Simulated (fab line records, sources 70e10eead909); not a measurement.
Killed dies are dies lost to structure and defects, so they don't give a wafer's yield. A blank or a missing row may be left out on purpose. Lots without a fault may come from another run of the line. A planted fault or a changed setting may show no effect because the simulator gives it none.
fab line records | flow nand_harc
record lots=24 wafers=72 last_day=33
route steps=1302 shown A_SLIT@943 A_CONTACT@983
lots that met no fault: from a run of the same line without faults
start_h: hours from the record's first day to the start of the lot's first wafer shown | wait_h: hours since the lot's step before | " the same as in the row above | L1.1+2: a row that stands for several wafers | - no value, or no start given | * or withheld: withheld | < > ~ a bound
route shown NAME@n: a module of which the file shows steps, and the number in the route of the first | usual: mean/standard deviation of fault-free wafers | same: alike in all rows | chamber/n: place in a boat | sites: the reading at each site | _std_site: their standard deviation | _edge_site: outer sites' mean less inner sites' | radius_mm: how far each site lies from the wafer's centre | mask NAME#n: copy n | behind: the tool/chamber that last shaped the wafer | hold: why the lot was held/for how many hours/how that ended | device: the transistor (n, p or np) that didn't switch | end of line: the same wafers' tests at the end of the route | a step without rows: its recipe alone | killed: dies lost to structure and defects at the first sort, not the wafer's yield | map: a wafer's dies, x killed, . not, _ none there
set.NAME: the setting as run; set.NAME@STEP: as run at that earlier step | model.NAME: the simulator's own value behind a step, which no gauge read
steps of the route over a sample of lots; a table a step, a row a wafer
services: from which hour (start_h, from the record's first day; less than 0 if before it) a tool's chamber was out of use, for how many hours, and why
## steps
# step NHARC_A_SLIT_STRIP_18
# recipe o2_flow_sccm=500 ar_flow_sccm=0 bias_w=0 chemistry=O2
# usual drypump_motor_current_A=5.8/0.49 oes_product_au=1.002/0.0074 rf_vpp_V=58.0/0.97 showerhead_plenum_p_Torr=3.57/0.16 throttle_valve_pct=17.037/0.0093
# columns lot.wafer tool chamber start_h wait_h drypump_motor_current_A oes_product_au rf_hours_counter_h rf_vpp_V showerhead_plenum_p_Torr throttle_valve_pct
L074.4 rie_diel-02 1 - - 5.0 0.991 2.0 57.9 3.76 17.037
L074.2 " 2 " " 6.3 1.000 1.6 58.9 3.72 17.031
L074.6 " 0 " " 5.1 1.005 - 58.0 3.41 17.058
L075.1 rie_diel-13 0 - - 6.3 1.010 7.1 56.9 3.65 17.023
L075.6 " 0 " " 6.3 1.016 - 57.3 3.65 17.039
L075.5 " 3 " " 6.1 1.015 - 58.0 3.73 17.028
L076.3 rie_diel-02 1 - - 5.0 1.003 2.0 58.9 3.76 17.046
L076.2 " 2 " " 6.3 0.997 1.7 59.3 3.73 17.047
L076.1 " 3 " " 5.3 1.011 1.6 56.9 3.35 17.044
L077.3 rie_diel-09 2 - - 5.4 1.009 9.2 57.8 3.34 17.032
L077.4 " 3 " " 6.1 0.987 8.6 58.9 3.61 17.027
L077.2 " 0 " " 6.2 0.995 8.9 58.4 3.76 17.035
L078.1 rie_diel-09 2 - - 5.4 1.002 0.5 55.4 3.34 17.046
L078.2 " 0 " " 6.2 0.993 1.0 57.6 3.76 17.053
L078.6 " 2 " " 5.4 0.991 - 57.3 3.34 17.024
L079.2 rie_diel-09 3 - - 6.1 1.013 1.0 58.3 3.61 17.033
L079.1 " 1 " " 6.2 1.008 0.6 56.9 3.48 17.039
L079.6 " 3 " " 6.1 1.010 - 58.5 3.61 17.029
L080.2 rie_diel-02 3 - - 5.4 1.015 2.8 57.6 3.35 17.040
L080.4 " 0 " " 5.1 1.009 3.0 57.2 3.41 17.036
L080.1 " 2 " " 6.3 1.001 2.8 58.7 3.72 17.029
L081.1 rie_diel-09 2 - - 5.4 1.017 1.3 57.9 3.34 17.039
L081.6 " 2 " " 5.4 1.004 - 56.6 3.34 17.039
L081.5 " 3 " " 6.1 1.011 - 57.3 3.61 17.034
L082.1 rie_diel-09 3 - - 6.1 1.007 2.8 56.9 3.61 17.027
L082.4 " 1 " " 6.2 0.998 3.3 58.6 3.48 17.032
L082.5 " 0 " " 6.2 0.999 - 59.0 3.76 17.031
L084.2 rie_diel-13 2 - - 5.8 0.998 2.1 58.5 3.58 17.034
L084.1 " 1 " " 6.3 0.995 2.8 57.9 3.44 17.021
L084.6 " 2 " " 5.8 1.000 - 57.9 3.58 17.043
L086.2 rie_diel-02 2 - - 6.3 1.000 4.2 57.9 3.72 17.031
L086.4 " 3 " " 5.3 1.006 5.1 57.6 3.34 17.048
L086.6 " 1 " " 5.0 1.007 - 58.7 3.76 17.019
L085.1 rie_diel-09 0 - - 6.2 0.993 4.9 57.9 3.75 17.027
L085.4 " 2 " " 5.3 0.996 3.0 57.4 3.33 17.039
L085.6 " 1 " " 6.2 0.998 - 56.6 3.48 17.028
L083.2 rie_diel-02 1 - - 5.1 1.000 5.9 59.1 3.76 17.034
L083.4 " 2 " " 6.3 0.996 4.4 57.9 3.72 17.047
L083.3 " 3 " " 5.3 1.011 5.3 58.2 3.34 17.029
L089.3 rie_diel-13 2 - - 5.8 0.993 3.8 58.9 3.58 17.025
L089.4 " 3 " " 6.1 1.011 3.3 59.4 3.73 17.039
L089.6 " 0 " " 6.2 0.987 - 58.6 3.64 17.025
L087.3 rie_diel-09 0 - - 6.2 0.998 6.6 57.6 3.75 17.016
L087.2 " 2 " " 5.4 1.008 4.6 56.9 3.33 17.039
L087.1 " 3 " " 6.1 1.002 6.0 56.3 3.61 17.053
L088.4 rie_diel-02 0 - - 5.2 0.994 0.0 57.2 3.41 17.042
L088.6 " 1 " " 5.0 1.002 - 58.2 3.76 17.033
L088.5 " 2 " " 6.3 0.993 - 58.0 3.72 17.031
L090.3 rie_diel-02 1 - - 5.0 1.001 0.5 58.4 3.76 17.033
L090.2 " 3 " " 5.3 1.007 0.5 56.3 3.34 17.046
L090.6 " 1 " " 5.0 0.992 - 58.8 3.76 17.057
L092.2 rie_diel-13 1 - - 6.3 1.000 7.4 57.1 3.44 17.032
L092.3 " 2 " " 5.8 0.997 6.1 58.8 3.58 17.047
L092.4 " 3 " " 6.1 0.993 5.8 58.1 3.73 17.039
L091.4 rie_diel-13 0 - - 6.2 0.997 7.3 58.5 3.64 17.045
L091.1 " 1 " " 6.3 1.008 7.6 58.0 3.44 17.048
L091.5 " 2 " " 5.8 0.997 - 56.7 3.58 17.053
L093.4 rie_diel-09 2 - - 5.3 0.998 9.3 56.6 3.33 17.030
L093.2 " 3 " " 6.1 1.000 11.0 57.5 3.61 17.039
L093.6 " 2 " " 5.4 1.001 - 56.2 3.33 17.045
L094.1 rie_diel-02 3 - - 5.3 0.994 2.7 59.4 3.34 17.049
L094.6 " 1 " " 5.0 1.010 - 59.3 3.76 17.035
L094.5 " 2 " " 6.3 0.997 - 58.7 3.72 17.044
L095.1 rie_diel-02 2 - - 6.3 1.002 2.3 58.6 3.72 17.032
L095.4 " 0 " " 5.1 0.997 2.4 57.5 3.41 17.032
L095.6 " 3 " " 5.3 1.012 - 57.5 3.34 17.039
L096.1 rie_diel-13 2 - - 5.8 0.983 8.4 58.9 3.57 17.047
L096.6 " 0 " " 6.3 0.999 - 58.8 3.64 17.033
L096.5 " 1 " " 6.3 1.000 - 57.2 3.44 17.026
L097.2 rie_diel-09 1 - - 6.2 1.004 0.1 57.5 3.48 17.052
L097.4 " 2 " " 5.4 1.001 0.8 56.6 3.33 17.038
L097.6 " 0 " " 6.2 1.003 - 58.4 3.75 17.051
# step NHARC_A_CONTACT_DEP_24
# recipe target_thk_a=5000 temp_c=400 pressure_torr=6.5 rf_w=900 teos_flow_sccm=161.4 flow_sccm=2650 target_thk_nm=500 gas=O2 material=SiO2
# usual heater_power_w=559/80 throttle_valve_pct=16.1/0.69
# columns lot.wafer tool chamber start_h wait_h heater_power_w throttle_valve_pct
L075.1 pecvd-03 1 494.32 0.1 558 16.0
L075.5 " 1 " " 566 16.1
L075.6 " 2 " " 500 17.1
L074.2 pecvd-03 0 494.69 0.4 509 16.1
L074.4 " 2 " " 597 16.8
L074.6 " 0 " " 524 15.8
L076.1 pecvd-02 2 505.11 0.1 472 16.5
L076.3 " 0 " " 499 16.6
L076.2 " 1 " " 589 15.4
L077.3 pecvd-02 2 509.17 0.1 497 16.6
L077.2 " 0 " " 390 16.6
L077.4 " 1 " " 622 15.5
L078.2 pecvd-01 2 535.41 0.1 566 15.0
L078.1 " 1 " " 660 16.8
L078.6 " 2 " " 597 14.7
L080.2 pecvd-01 0 547.30 0.1 676 15.8
L080.1 " 2 " " 609 14.7
L080.4 " 0 " " 708 15.7
L079.1 pecvd-02 2 547.43 0.1 471 16.6
L079.2 " 0 " " 454 16.5
L079.6 " 0 " " 469 16.6
L081.1 pecvd-03 2 562.37 0.1 574 17.0
L081.6 " 2 " " 609 17.0
L081.5 " 0 " " 460 15.3
L082.1 pecvd-01 2 575.52 0.1 564 14.9
L082.5 " 1 " " 527 16.6
L082.4 " 2 " " 591 14.8
L084.1 pecvd-03 0 582.80 0.1 463 15.0
L084.2 " 1 " " 472 15.8
L084.6 " 2 " " 495 16.7
L086.2 pecvd-02 0 583.02 0.1 416 16.7
L086.4 " 0 " " 439 16.9
L086.6 " 1 " " 574 15.5
L085.1 pecvd-03 0 586.45 0.2 590 15.4
L085.4 " 1 " " 553 15.7
L085.6 " 2 " " 627 17.1
L083.2 pecvd-03 2 591.43 0.1 624 16.8
L083.3 " 1 " " 562 15.7
L083.4 " 0 " " 496 15.1
L087.1 pecvd-02 2 617.36 0.1 592 16.7
L087.2 " 0 " " 460 16.1
L087.3 " 1 " " 618 15.7
L089.3 pecvd-01 1 617.45 0.2 691 16.8
L089.4 " 0 " " 564 16.2
L089.6 " 2 " " 533 14.9
L088.6 pecvd-03 1 634.22 0.2 591 16.1
L088.5 " 2 " " 556 17.2
L088.4 " 0 " " 485 15.3
L090.3 pecvd-03 1 649.52 0.1 488 16.0
L090.2 " 2 " " 640 17.0
L090.6 " 0 " " 535 15.4
L091.1 pecvd-03 1 663.35 0.1 611 16.1
L091.5 " 2 " " 616 17.1
L091.4 " 0 " " 550 15.2
L092.3 pecvd-02 0 663.35 0.1 477 16.4
L092.2 " 1 " " 591 15.5
L092.4 " 2 " " 610 16.9
L093.2 pecvd-01 1 671.55 0.1 666 16.9
L093.6 " 0 " " 683 16.1
L093.4 " 2 " " 595 15.1
L094.1 pecvd-02 1 671.68 0.1 556 15.5
L094.6 " 1 " " 572 15.7
L094.5 " 2 " " 610 16.5
L095.1 pecvd-03 0 683.91 0.2 478 15.2
L095.4 " 1 " " 524 16.1
L095.6 " 2 " " 499 17.1
L096.1 pecvd-01 1 704.14 0.1 622 16.6
L096.6 " 1 " " 460 16.5
L096.5 " 0 " " 592 16.1
L097.2 pecvd-01 2 718.76 0.2 570 15.2
L097.4 " 0 " " 688 16.2
L097.6 " 2 " " 608 15.0
# step NHARC_A_CONTACT_ETCH_50
# recipe target_depth_a=1210 time_s=60.5 cf4_flow_sccm=100 chf3_flow_sccm=30 ar_flow_sccm=0 rf_w=500 bias_w=200 chemistry=CF4/CHF3
# usual cf4_flow_sccm=100.0/0.3 drypump_motor_current_A=5.9/0.46 oes_product_au=0.955/0.021 rf_vpp_V=370.8/2.3 showerhead_plenum_p_Torr=1.58/0.067 throttle_valve_pct=16.803/0.0091
# same time_s=60.5
# columns lot.wafer tool chamber start_h wait_h cf4_flow_sccm drypump_motor_current_A oes_product_au rf_hours_counter_h rf_vpp_V showerhead_plenum_p_Torr throttle_valve_pct
L075.1 rie_diel-12 0 - - 99.7 6.0 0.972 7 369.8 1.57 16.797
L075.6 " 0 " " 100.4 6.1 0.967 - 370.6 1.57 16.807
L075.5 " 1 " " 100.4 5.7 0.973 - 373.2 1.65 16.798
L074.4 rie_diel-07 2 - - 100.2 6.2 0.959 9 373.9 1.70 16.805
L074.2 " 3 " " 100.2 5.9 0.979 9 368.2 1.50 16.798
L074.6 " 1 " " 100.2 5.3 0.960 - 373.0 1.61 16.810
L076.3 rie_diel-07 0 - - 100.4 6.5 0.954 9 366.8 1.47 16.796
L076.2 " 2 " " 100.2 6.2 0.973 11 374.6 1.70 16.793
L076.1 " 3 " " 100.2 5.8 0.961 11 369.3 1.50 16.806
L077.2 rie_diel-07 2 - - 100.1 6.2 0.956 14 373.8 1.70 16.811
L077.4 " 3 " " 99.9 5.8 0.950 14 368.0 1.49 16.802
L077.3 " 1 " " 99.6 5.4 0.958 12 371.1 1.61 16.827
L078.1 rie_diel-12 2 - - 100.1 5.6 0.980 12 369.8 1.56 16.802
L078.2 " 3 " " 100.3 6.6 0.984 12 371.8 1.61 16.806
L078.6 " 2 " " 100.0 5.6 0.983 - 369.5 1.56 16.790
L080.4 rie_diel-12 3 - - 99.9 6.6 0.972 14 372.2 1.61 16.787
L080.1 " 0 " " 100.0 6.0 0.969 14 371.4 1.57 16.810
L080.2 " 1 " " 100.1 5.7 0.953 14 374.1 1.65 16.793
L079.1 rie_diel-07 0 - - 100.7 6.4 0.927 25 367.4 1.46 16.810
L079.2 " 2 " " 100.3 6.2 0.924 34 374.6 1.69 16.806
L079.6 " 0 " " 100.6 6.4 0.929 - 366.3 1.46 16.813
L081.1 rie_diel-04 0 - - 100.0 5.4 0.965 8 374.2 1.70 16.791
L081.6 " 0 " " 100.0 5.4 0.966 - 372.5 1.70 16.812
L081.5 " 1 " " 99.6 4.8 0.980 - 367.3 1.50 16.801
L082.1 rie_diel-12 2 - - 99.9 5.6 0.944 18 370.9 1.56 16.816
L082.5 " 3 " " 99.9 6.5 0.939 - 373.6 1.61 16.792
L082.4 " 1 " " 99.7 5.7 0.934 - 373.2 1.65 16.826
L086.2 rie_diel-12 2 - - 99.8 5.6 0.957 20 370.4 1.56 16.790
L086.4 " 0 " " 99.9 6.0 0.974 17 371.7 1.57 16.778
L086.6 " 3 " " 100.2 6.5 0.984 - 370.9 1.61 16.807
L084.2 rie_diel-04 1 - - 99.9 4.9 0.970 17 368.9 1.50 16.821
L084.1 " 2 " " 100.0 6.0 0.989 15 367.2 1.48 16.805
L084.6 " 3 " " 99.7 5.4 0.956 - 368.3 1.53 16.816
L085.4 rie_diel-12 1 - - 99.8 5.7 0.956 20 372.6 1.64 16.803
L085.1 " 3 " " 99.6 6.6 0.972 20 371.0 1.61 16.796
L085.6 " 1 " " 99.9 5.7 0.958 - 373.5 1.64 16.800
L083.4 rie_diel-12 0 - - 99.8 6.0 0.921 19 371.4 1.57 16.809
L083.2 " 2 " " 100.0 5.6 0.958 22 369.2 1.56 16.797
L083.3 " 3 " " 100.0 6.5 0.941 21 370.5 1.61 16.819
L087.1 rie_diel-04 0 - - 99.7 5.4 0.924 27 375.5 1.69 16.827
L087.3 " 1 " " 100.2 4.8 0.932 26 369.0 1.50 16.811
L087.2 " 3 " " 100.2 5.4 0.926 27 369.7 1.53 16.792
L089.3 rie_diel-07 3 - - 99.5 5.9 0.935 53 368.6 1.48 16.812
L089.4 " 0 " " 100.0 6.4 0.929 47 367.4 1.46 16.798
L089.6 " 3 " " 99.6 5.8 0.932 - 367.1 1.49 16.808
L088.4 rie_diel-07 3 - - 100.3 5.8 0.928 56 367.5 1.48 16.808
L088.5 " 3 " " 100.1 5.8 0.934 - 368.9 1.48 16.789
L088.6 " 0 " " 99.9 6.4 0.931 - 364.8 1.46 16.802
L090.3 rie_diel-12 1 - - 100.3 5.7 0.929 2 372.4 1.64 16.795
L090.2 " 2 " " 100.6 5.6 0.948 3 369.8 1.56 16.781
L090.6 " 0 " " 100.3 6.0 0.937 - 371.0 1.57 16.792
L091.4 rie_diel-12 3 - - 100.0 6.6 0.976 7 371.8 1.61 16.792
L091.1 " 1 " " 99.8 5.7 0.941 5 372.9 1.64 16.810
L091.5 " 3 " " 100.3 6.5 0.978 - 372.0 1.61 16.804
L092.3 rie_diel-12 1 - - 100.0 5.7 0.923 7 373.2 1.64 16.795
L092.2 " 3 " " 100.3 6.6 0.962 7 370.8 1.61 16.807
L092.4 " 0 " " 100.0 6.1 0.953 8 369.8 1.57 16.818
L093.4 rie_diel-12 1 - - 99.6 5.7 0.953 8 372.4 1.64 16.796
L093.2 " 2 " " 100.3 5.6 0.972 8 370.9 1.56 16.796
L093.6 " 0 " " 99.8 6.1 0.975 - 370.6 1.57 16.793
L094.1 rie_diel-04 1 - - 99.4 4.9 0.928 47 367.8 1.49 16.805
L094.6 " 1 " " 99.5 4.8 0.926 - 366.2 1.49 16.803
L094.5 " 2 " " 100.5 6.0 0.932 - 369.4 1.48 16.802
L095.4 rie_diel-12 2 - - 100.1 5.6 0.961 11 368.9 1.56 16.810
L095.1 " 3 " " 99.9 6.6 0.970 12 371.4 1.61 16.805
L095.6 " 2 " " 99.2 5.6 0.962 - 370.5 1.56 16.806
L096.1 rie_diel-12 2 - - 99.7 5.6 0.981 14 370.6 1.56 16.804
L096.6 " 3 " " 99.8 6.5 0.962 - 372.2 1.61 16.804
L096.5 " 0 " " 100.1 6.0 0.970 - 369.9 1.57 16.791
L097.2 rie_diel-12 3 728.64 0.4 100.0 6.6 0.929 19 371.2 1.61 16.797
L097.4 " 2 " " 99.9 5.6 0.997 - 370.2 1.56 16.803
L097.6 " 2 " " 100.2 5.5 1.001 - 369.9 1.56 16.785
# step NHARC_A_CONTACT_ETCH_116
# recipe source_w=withheld pressure_mtorr=20 bias_v=3000 time_s=190 target_depth_a=18500 ar_flow_sccm=withheld c4f8_flow_sccm=withheld o2_flow_sccm=withheld chemistry=C4F8/O2/Ar
# same time_s=190
# columns lot.wafer tool chamber start_h wait_h rf_hours_counter_h
L075.1 har_cap_etch-02 1 502.70 0.1 83
L075.5 " 0 " " -
L075.6 " 1 " " -
L074.2 har_cap_etch-03 1 505.17 0.2 38
L074.4 " 0 " " -
L074.6 " 1 " " -
L076.1 har_cap_etch-02 1 514.38 0.1 87
L076.2 " 0 " " 87
L076.3 " 1 " " -
L077.2 har_cap_etch-03 0 518.45 0.1 42
L077.3 " 1 " " -
L077.4 " 0 " " -
L078.1 har_cap_etch-02 1 543.91 0.1 92
L078.2 " 0 " " 92
L078.6 " 0 " " -
L080.2 har_cap_etch-01 0 558.93 0.2 6
L080.1 " 1 " " 6
L080.4 " 1 " " -
L079.2 har_cap_etch-02 1 559.36 0.1 94
L079.1 " 0 " " 94
L079.6 " 0 " " -
L081.1 har_cap_etch-03 1 576.30 0.1 50
L081.5 " 0 " " -
L081.6 " 1 " " -
L082.1 har_cap_etch-02 0 584.39 0.1 98
L082.4 " 1 " " -
L082.5 " 1 " " -
L086.2 har_cap_etch-03 1 593.45 0.1 54
L086.4 " 0 " " -
L086.6 " 1 " " -
L084.2 har_cap_etch-02 1 594.72 0.1 101
L084.1 " 0 " " 101
L084.6 " 1 " " -
L085.1 har_cap_etch-02 0 597.53 0.1 103
L085.4 " 0 " " -
L085.6 " 0 " " -
L083.2 har_cap_etch-03 1 601.05 0.1 57
L083.4 " 0 " " -
L083.3 " 1 " " -
L087.1 har_cap_etch-01 1 625.88 0.1 19
L087.2 " 0 " " 19
L087.3 " 1 " " -
L089.4 har_cap_etch-03 1 627.22 0.1 -
L089.3 " 0 " " -
L089.6 " 0 " " -
L088.4 har_cap_etch-03 1 643.04 0.1 -
L088.5 " 1 " " -
L088.6 " 0 " " -
L090.2 har_cap_etch-02 1 658.85 0.1 113
L090.3 " 1 " " -
L090.6 " 0 " " -
L091.1 har_cap_etch-02 0 673.39 0.1 115
L091.4 " 0 " " -
L091.5 " 0 " " -
L092.2 har_cap_etch-01 0 674.22 0.1 26
L092.4 " 0 " " -
L092.3 " 1 " " -
L093.2 har_cap_etch-02 1 679.93 0.1 117
L093.4 " 0 " " -
L093.6 " 0 " " -
L094.1 har_cap_etch-01 0 681.32 0.2 28
L094.5 " 0 " " -
L094.6 " 1 " " -
L095.1 har_cap_etch-03 1 695.67 0.1 75
L095.4 " 0 " " -
L095.6 " 0 " " -
L096.1 har_cap_etch-03 0 712.74 0.1 79
L096.5 " 1 " " -
L096.6 " 0 " " -
L097.2 har_cap_etch-03 1 731.61 0.1 81
L097.4 " 1 " " -
L097.6 " 1 " " -
# step NHARC_A_CONTACT_ETCH_117
# recipe source_w=withheld pressure_mtorr=20 bias_v=3000 time_s=190 target_depth_a=18500 ar_flow_sccm=withheld c4f8_flow_sccm=withheld o2_flow_sccm=withheld chemistry=C4F8/O2/Ar
# same time_s=190
# columns lot.wafer tool chamber start_h wait_h rf_hours_counter_h
L075.1 har_cap_etch-02 1 502.87 0.1 83
L075.5 " 0 " " -
L075.6 " 1 " " -
L074.2 har_cap_etch-03 1 505.40 0.2 38
L074.4 " 0 " " -
L074.6 " 1 " " -
L076.1 har_cap_etch-02 1 514.55 0.1 87
L076.2 " 0 " " 87
L076.3 " 1 " " -
L077.2 har_cap_etch-03 0 518.62 0.1 42
L077.3 " 1 " " -
L077.4 " 0 " " -
L078.1 har_cap_etch-02 1 544.08 0.1 92
L078.2 " 0 " " 92
L078.6 " 0 " " -
L080.2 har_cap_etch-01 0 559.15 0.2 6
L080.1 " 1 " " 6
L080.4 " 1 " " -
L079.2 har_cap_etch-02 1 559.53 0.1 95
L079.1 " 0 " " 95
L079.6 " 0 " " -
L081.1 har_cap_etch-03 1 576.48 0.1 50
L081.5 " 0 " " -
L081.6 " 1 " " -
L082.1 har_cap_etch-02 0 584.55 0.1 99
L082.4 " 1 " " -
L082.5 " 1 " " -
L086.2 har_cap_etch-03 1 593.62 0.1 54
L086.4 " 0 " " -
L086.6 " 1 " " -
L084.2 har_cap_etch-02 1 594.89 0.1 101
L084.1 " 0 " " 101
L084.6 " 1 " " -
L085.1 har_cap_etch-02 0 597.70 0.1 103
L085.4 " 0 " " -
L085.6 " 0 " " -
L083.2 har_cap_etch-03 1 601.22 0.1 58
L083.4 " 0 " " -
L083.3 " 1 " " -
L087.1 har_cap_etch-01 1 626.05 0.1 20
L087.2 " 0 " " 20
L087.3 " 1 " " -
L089.4 har_cap_etch-03 1 627.39 0.1 -
L089.3 " 0 " " -
L089.6 " 0 " " -
L088.4 har_cap_etch-03 1 643.21 0.1 -
L088.5 " 1 " " -
L088.6 " 0 " " -
L090.2 har_cap_etch-02 1 659.02 0.1 113
L090.3 " 1 " " -
L090.6 " 0 " " -
L091.1 har_cap_etch-02 0 673.56 0.1 115
L091.4 " 0 " " -
L091.5 " 0 " " -
L092.2 har_cap_etch-01 0 674.39 0.1 26
L092.4 " 0 " " -
L092.3 " 1 " " -
L093.2 har_cap_etch-02 1 680.10 0.1 118
L093.4 " 0 " " -
L093.6 " 0 " " -
L094.1 har_cap_etch-01 0 681.55 0.2 29
L094.5 " 0 " " -
L094.6 " 1 " " -
L095.1 har_cap_etch-03 1 695.84 0.1 75
L095.4 " 0 " " -
L095.6 " 0 " " -
L096.1 har_cap_etch-03 0 712.92 0.1 79
L096.5 " 1 " " -
L096.6 " 0 " " -
L097.2 har_cap_etch-03 1 731.78 0.1 81
L097.4 " 1 " " -
L097.6 " 1 " " -
# step NHARC_A_CONTACT_ETCH_122
# recipe source_w=withheld pressure_mtorr=20 bias_v=3000 time_s=190 target_depth_a=18500 ar_flow_sccm=withheld c4f8_flow_sccm=withheld o2_flow_sccm=withheld chemistry=C4F8/O2/Ar
# same time_s=190
# columns lot.wafer tool chamber start_h wait_h rf_hours_counter_h
L075.1 har_cap_etch-02 1 503.72 0.1 84
L075.5 " 0 " " -
L075.6 " 1 " " -
L074.2 har_cap_etch-03 1 506.54 0.2 39
L074.4 " 0 " " -
L074.6 " 1 " " -
L076.1 har_cap_etch-02 1 515.41 0.1 88
L076.2 " 0 " " 88
L076.3 " 1 " " -
L077.2 har_cap_etch-03 0 519.48 0.1 43
L077.3 " 1 " " -
L077.4 " 0 " " -
L078.1 har_cap_etch-02 1 544.94 0.1 93
L078.2 " 0 " " 93
L078.6 " 0 " " -
L080.2 har_cap_etch-01 0 560.12 0.1 7
L080.1 " 1 " " 7
L080.4 " 1 " " -
L079.2 har_cap_etch-02 1 560.38 0.1 95
L079.1 " 0 " " 95
L079.6 " 0 " " -
L081.1 har_cap_etch-03 1 577.32 0.1 51
L081.5 " 0 " " -
L081.6 " 1 " " -
L082.1 har_cap_etch-02 0 585.41 0.1 99
L082.4 " 1 " " -
L082.5 " 1 " " -
L086.2 har_cap_etch-03 1 594.47 0.1 55
L086.4 " 0 " " -
L086.6 " 1 " " -
L084.2 har_cap_etch-02 1 595.74 0.1 102
L084.1 " 0 " " 102
L084.6 " 1 " " -
L085.1 har_cap_etch-02 0 598.56 0.1 104
L085.4 " 0 " " -
L085.6 " 0 " " -
L083.2 har_cap_etch-03 1 602.07 0.1 58
L083.4 " 0 " " -
L083.3 " 1 " " -
L087.1 har_cap_etch-01 1 626.90 0.1 20
L087.2 " 0 " " 20
L087.3 " 1 " " -
L089.4 har_cap_etch-03 1 628.24 0.1 -
L089.3 " 0 " " -
L089.6 " 0 " " -
L088.4 har_cap_etch-03 1 644.06 0.1 -
L088.5 " 1 " " -
L088.6 " 0 " " -
L090.2 har_cap_etch-02 1 659.87 0.1 114
L090.3 " 1 " " -
L090.6 " 0 " " -
L091.1 har_cap_etch-02 0 674.42 0.1 116
L091.4 " 0 " " -
L091.5 " 0 " " -
L092.2 har_cap_etch-01 0 675.24 0.1 27
L092.4 " 0 " " -
L092.3 " 1 " " -
L093.2 har_cap_etch-02 1 680.96 0.1 118
L093.4 " 0 " " -
L093.6 " 0 " " -
L094.1 har_cap_etch-01 0 682.68 0.2 29
L094.5 " 0 " " -
L094.6 " 1 " " -
L095.1 har_cap_etch-03 1 696.69 0.1 76
L095.4 " 0 " " -
L095.6 " 0 " " -
L096.1 har_cap_etch-03 0 713.77 0.1 80
L096.5 " 1 " " -
L096.6 " 0 " " -
L097.2 har_cap_etch-03 1 732.63 0.1 82
L097.4 " 1 " " -
L097.6 " 1 " " -
## services
# columns tool chamber start_h hours kind
rie_diel-12 - 445.52 9.0 pm
rie_diel-12 - 457.34 1.8 repair
rie_diel-12 3 471.57 3.7 repair
pecvd-03 1 488.24 3.3 repair
har_cap_etch-01 - 497.00 17.0 pm
rie_diel-09 - 497.10 9.0 pm
rie_diel-12 - 506.15 12.8 repair
rie_diel-02 0 523.56 2.6 repair
rie_diel-02 2 523.77 9.5 repair
rie_diel-02 1 539.68 7.6 repair
pecvd-03 - 547.33 13.0 pm
rie_diel-12 0 580.54 3.8 repair
rie_diel-02 - 598.29 9.0 pm
rie_diel-09 - 674.10 9.0 pm
rie_diel-09 1 683.68 3.0 repair
pecvd-03 0 688.86 5.1 repair
rie_diel-02 0 689.59 4.3 repair
pecvd-03 0 700.78 5.7 repair
har_cap_etch-03 - 703.36 0.9 repair
rie_diel-12 1 719.57 3.3 repair
rie_diel-12 2 720.50 7.4 repair
rie_diel-12 0 723.05 6.6 repair
pecvd-03 - 728.46 13.0 pm
rie_diel-09 2 731.88 3.4 repair
## key
fault none
